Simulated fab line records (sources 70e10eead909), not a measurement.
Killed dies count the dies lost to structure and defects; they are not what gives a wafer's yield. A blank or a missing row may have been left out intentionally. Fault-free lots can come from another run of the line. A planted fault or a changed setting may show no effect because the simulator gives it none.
Matching of chambers | flow nandHarc | NHARC_A_STAIRCASE_DESCUM_252 on rieDiel-04: 4 sister chambers
The step chemistry O2, time 3 s. 24 wafers are shown with their chamber, then 12 later ones without.

== WAFERS PAIRED WITH THEIR CHAMBERS ==
wafer  | chamber | showerheadPlenumPTorr (Torr) | drypumpMotorCurrentA (A) | oesProductAu (a.u.)
L077.1 | 1       | 1.80                         | 5.8                      | 0.997
L077.4 | 2       | 1.91                         | 6.0                      | 0.988
L077.6 | 3       | 1.95                         | 5.9                      | 0.996
L080.2 | 0       | 1.98                         | 6.3                      | 1.011
L080.3 | 2       | 1.91                         | 6.0                      | 1.000
L080.4 | 3       | 1.95                         | 5.8                      | 0.999
L083.2 | 1       | 1.79                         | 5.8                      | 1.002
L083.3 | 2       | 1.90                         | 5.9                      | 1.003
L083.4 | 3       | 1.95                         | 5.8                      | 0.990
L083.1 | 0       | 1.98                         | 6.3                      | 0.998
L083.5 | 1       | 1.79                         | 5.8                      | 1.012
L083.6 | 2       | 1.90                         | 6.0                      | 0.991
L085.2 | 1       | 1.79                         | 5.8                      | 1.005
L085.3 | 0       | 1.98                         | 6.3                      | 0.996
L085.4 | 2       | 1.90                         | 5.9                      | 0.996
L084.4 | 1       | 1.79                         | 5.8                      | 1.011
L084.5 | 1       | 1.79                         | 5.8                      | 1.015
L084.6 | 2       | 1.90                         | 5.9                      | 0.999
L086.1 | 1       | 1.79                         | 5.8                      | 1.006
L086.2 | 3       | 1.95                         | 5.9                      | 0.985
L086.4 | 0       | 1.98                         | 6.3                      | 1.004
L087.1 | 0       | 1.98                         | 6.4                      | 1.009
L087.4 | 2       | 1.90                         | 5.9                      | 0.999
L087.5 | 2       | 1.90                         | 5.9                      | 1.000

SIGNATURES (averages over the wafers above)
reading               | chamber 0 | chamber 1 | chamber 2 | chamber 3 | scatter within a chamber
showerheadPlenumPTorr | 1.9800    | 1.7914    | 1.9025    | 1.9500    | 0.00343
drypumpMotorCurrentA  | 6.320     | 5.800     | 5.938     | 5.850     | 0.0429
oesProductAu          | 1.00360   | 1.00686   | 0.99700   | 0.99250   | 0.00594
Rule: distance of a wafer from a chamber = root of the sum over the readings of ((wafer's reading minus chamber's mean) / reading's scatter) squared. The wafer belongs to the nearest chamber; if the next one is less than 2 further off, it can't be placed. The scatter is the square root of a quotient: the sum, over the shown wafers, of each reading's squared deviation from its chamber's mean, divided by wafers minus chambers.

== WAFERS WITHOUT THEIR CHAMBER ==
wafer  | showerheadPlenumPTorr (Torr) | drypumpMotorCurrentA (A) | oesProductAu (a.u.)
L089.3 | 1.90                         | 5.9                      | 1.011
L089.4 | 1.94                         | 5.8                      | 1.002
L089.5 | 1.94                         | 5.8                      | 1.004
L088.2 | 1.94                         | 5.8                      | 0.992
L088.3 | 1.90                         | 6.0                      | 0.994
L088.4 | 1.98                         | 6.3                      | 1.017
L091.1 | 1.79                         | 5.9                      | 1.013
L091.3 | 1.90                         | 5.9                      | 1.004
L091.4 | 1.94                         | 5.9                      | 0.986
L093.1 | 1.97                         | 6.3                      | 1.009
L093.4 | 1.79                         | 5.8                      | 1.012
L093.6 | 1.79                         | 5.9                      | 1.012

== THE CHAMBER EACH PASSED THROUGH ==
wafer  | from the rows above | in truth
L089.3 | 2                   | 2
L089.4 | 3                   | 3
L089.5 | 3                   | 3
L088.2 | 3                   | 3
L088.3 | 2                   | 2
L088.4 | 0                   | 0
L091.1 | 1                   | 1
L091.3 | 2                   | 2
L091.4 | 3                   | 3
L093.1 | 0                   | 0
L093.4 | 1                   | 1
L093.6 | 1                   | 1
Correctly placed: 12 of 12. Number that these rows cannot place: 0. Wrongly placed: 0.
